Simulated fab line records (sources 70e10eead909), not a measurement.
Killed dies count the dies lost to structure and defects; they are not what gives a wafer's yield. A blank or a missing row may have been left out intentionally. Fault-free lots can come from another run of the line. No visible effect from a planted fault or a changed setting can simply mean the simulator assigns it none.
Matching of chambers || flow nand-harc || 4 sister chambers for NHARC_A_CHANNEL_FILL_D1_ETCHBACK_20 on rie-diel-09
The step etches the open film in C4F8/O2/Ar, target depth 27 nm, time 13.5 s. 8 wafers are shown with their chamber, then 7 later ones without.

## WAFERS WITH THEIR CHAMBER
{"wafer": "L080.6", "chamber": 2, "rf-vpp-V (V)": 979, "chamber-pressure-mTorr (mTorr)": 25.032}
{"wafer": "L083.1", "chamber": 3, "rf-vpp-V (V)": 976, "chamber-pressure-mTorr (mTorr)": 25.023}
{"wafer": "L083.4", "chamber": 2, "rf-vpp-V (V)": 979, "chamber-pressure-mTorr (mTorr)": 25.024}
{"wafer": "L086.3", "chamber": 3, "rf-vpp-V (V)": 976, "chamber-pressure-mTorr (mTorr)": 24.961}
{"wafer": "L086.5", "chamber": 0, "rf-vpp-V (V)": 969, "chamber-pressure-mTorr (mTorr)": 24.985}
{"wafer": "L086.6", "chamber": 1, "rf-vpp-V (V)": 980, "chamber-pressure-mTorr (mTorr)": 24.997}
{"wafer": "L089.2", "chamber": 1, "rf-vpp-V (V)": 980, "chamber-pressure-mTorr (mTorr)": 25.005}
{"wafer": "L089.4", "chamber": 0, "rf-vpp-V (V)": 970, "chamber-pressure-mTorr (mTorr)": 25.006}

## WAFERS MISSING THEIR CHAMBER
{"wafer": "L089.5", "rf-vpp-V (V)": 980, "chamber-pressure-mTorr (mTorr)": 24.976}
{"wafer": "L094.2", "rf-vpp-V (V)": 979, "chamber-pressure-mTorr (mTorr)": 25.009}
{"wafer": "L094.3", "rf-vpp-V (V)": 968, "chamber-pressure-mTorr (mTorr)": 25.012}
{"wafer": "L094.4", "rf-vpp-V (V)": 976, "chamber-pressure-mTorr (mTorr)": 25.025}
{"wafer": "L097.1", "rf-vpp-V (V)": 976, "chamber-pressure-mTorr (mTorr)": 25.001}
{"wafer": "L097.3", "rf-vpp-V (V)": 980, "chamber-pressure-mTorr (mTorr)": 24.969}
{"wafer": "L097.5", "rf-vpp-V (V)": 976, "chamber-pressure-mTorr (mTorr)": 24.993}

## WHICH CHAMBER EACH WENT THROUGH
{"wafer": "L089.5", "from the rows above": 1, "in truth": 1}
{"wafer": "L094.2", "from the rows above": 2, "in truth": 2}
{"wafer": "L094.3", "from the rows above": 0, "in truth": 0}
{"wafer": "L094.4", "from the rows above": 3, "in truth": 3}
{"wafer": "L097.1", "from the rows above": 3, "in truth": 3}
{"wafer": "L097.3", "from the rows above": 1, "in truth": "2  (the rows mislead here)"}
{"wafer": "L097.5", "from the rows above": 3, "in truth": 3}
6 of 7 placed correctly. Can't be placed from these rows: 0. 1 placed wrongly.
How it was worked out, from the rows above alone: a wafer's distance from a chamber is the root of the sum, over the readings, of the square of ((its reading less the chamber's mean) divided by the reading's scatter). The wafer belongs to the nearest chamber; if the next one is less than 2 further off, it can't be placed. For every chamber, the mean is computed from those of its wafers that are shown. The scatter is the square root of a quotient: the sum, over the shown wafers, of each reading's squared deviation from its chamber's mean, divided by wafers minus chambers.
